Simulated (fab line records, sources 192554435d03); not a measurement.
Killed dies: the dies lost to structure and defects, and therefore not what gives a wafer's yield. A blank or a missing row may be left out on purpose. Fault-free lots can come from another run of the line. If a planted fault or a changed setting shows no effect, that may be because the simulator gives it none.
One fault through the eyes of 3 desks	flow n5-finfet	only its own numbers are on each desk; what lay behind them is given at the end

## FOR THE TOOL OWNER'S DESK: rie-diel-06
The tool's own readings at N5_FIN_CUT_CUT_ETCH_27 (etches SiO2 in CHF3/O2, target depth 4 nm, overetch 2 nm, time 4.9 s): means of the sampled wafers that have a number, for each lot that ran on this tool. Any lot whose mean is over 4 standard deviations away from the usual mean is out of limits and marked OUT; that distance is given in the brackets.
Columns: A = bias-w at N5_FIN_CUT_CUT_ETCH_27, usual 170.0 W; B = drypump-motor-current-A at N5_FIN_CUT_CUT_ETCH_27, usual 5.9 A; C = oes-product-au at N5_FIN_CUT_CUT_ETCH_27, usual 0.63 a.u.; D = rf-vpp-V at N5_FIN_CUT_CUT_ETCH_27, usual 525 V; E = showerhead-plenum-p-Torr at N5_FIN_CUT_CUT_ETCH_27, usual 2.44 Torr; F = throttle-valve-pct at N5_FIN_CUT_CUT_ETCH_27, usual 18.81 %
lot	first seen here	A	B	C	D	E	F
L134	day 2 15:23	170.0	5.7	0.60	523	2.47	18.83
L144	day 5 05:30	170.1	5.2	0.73	534	2.47	18.72
Finding of this desk: none of the 2 lots has anything out of limits.

## AT THE METROLOGY DESK
What the gauges read for every lot (on any tool): the sampled wafers with a number, averaged. Any lot whose mean is over 4 standard deviations away from the usual mean is out of limits and marked OUT; that distance is given in the brackets. 7 of its 12 readings are shown, namely those furthest out on some lot.
Columns: A = FIN_CUT_OVL at N5_FIN_CUT_OVL_MEAS_09, usual 0.1 nm; B = DIBL_P at N5_BEOL_M4_RC_MEAS_101, usual 36.1 mV/V; C = IOFF_N at N5_BEOL_M4_RC_MEAS_101, usual 0.161 nA/um; D = IOFF_P at N5_BEOL_M4_RC_MEAS_101, usual 0.209 nA/um; E = ION_P at N5_BEOL_M4_RC_MEAS_101, usual 462 uA/um; F = VT_N at N5_BEOL_M4_RC_MEAS_101, usual 249.1 mV; G = VT_P at N5_BEOL_M4_RC_MEAS_101, usual -249.9 mV
lot	first seen here	A	B	C	D	E	F	G
L134	day 2 14:35	0.2	35.4	0.166	0.218	464	251.0	-248.3
L137	day 3 08:58	-0.7	36.4	0.184	0.262	468	246.8	-244.4
L144	day 5 04:53	-0.4	36.2	0.167	0.254	467	247.4	-244.2
L151	day 6 22:02	-0.7	35.1	0.161	0.207	463	248.7	-250.3
L155	day 7 20:44	-0.3	34.7	0.138	0.183	460	251.5	-251.1
Finding of this desk: none of the 5 lots has anything out of limits.

## THE DEFECT DESK
Inspection counts along the route, by lot: the mean over sampled wafers that carry a number. Any lot whose mean is over 4 standard deviations away from the usual mean is out of limits and marked OUT; that distance is given in the brackets.
Columns: A = raw-defect-count at N5_FIN_CUT_INSPECT_10, usual 38
lot	first seen here	A
L134	day 2 14:41	49
L137	day 3 09:04	38
L144	day 5 04:59	34
L151	day 6 22:08	39
L155	day 7 20:50	40
Finding of this desk: none of the 5 lots has anything out of limits.

## PUT TOGETHER
Nothing out of limits was seen by the tool owner's desk.
Metrology desk: nothing out of limits seen.
Nothing out of limits was seen by the defect desk.

## WHAT WAS PUT IN BY THE SIMULATOR
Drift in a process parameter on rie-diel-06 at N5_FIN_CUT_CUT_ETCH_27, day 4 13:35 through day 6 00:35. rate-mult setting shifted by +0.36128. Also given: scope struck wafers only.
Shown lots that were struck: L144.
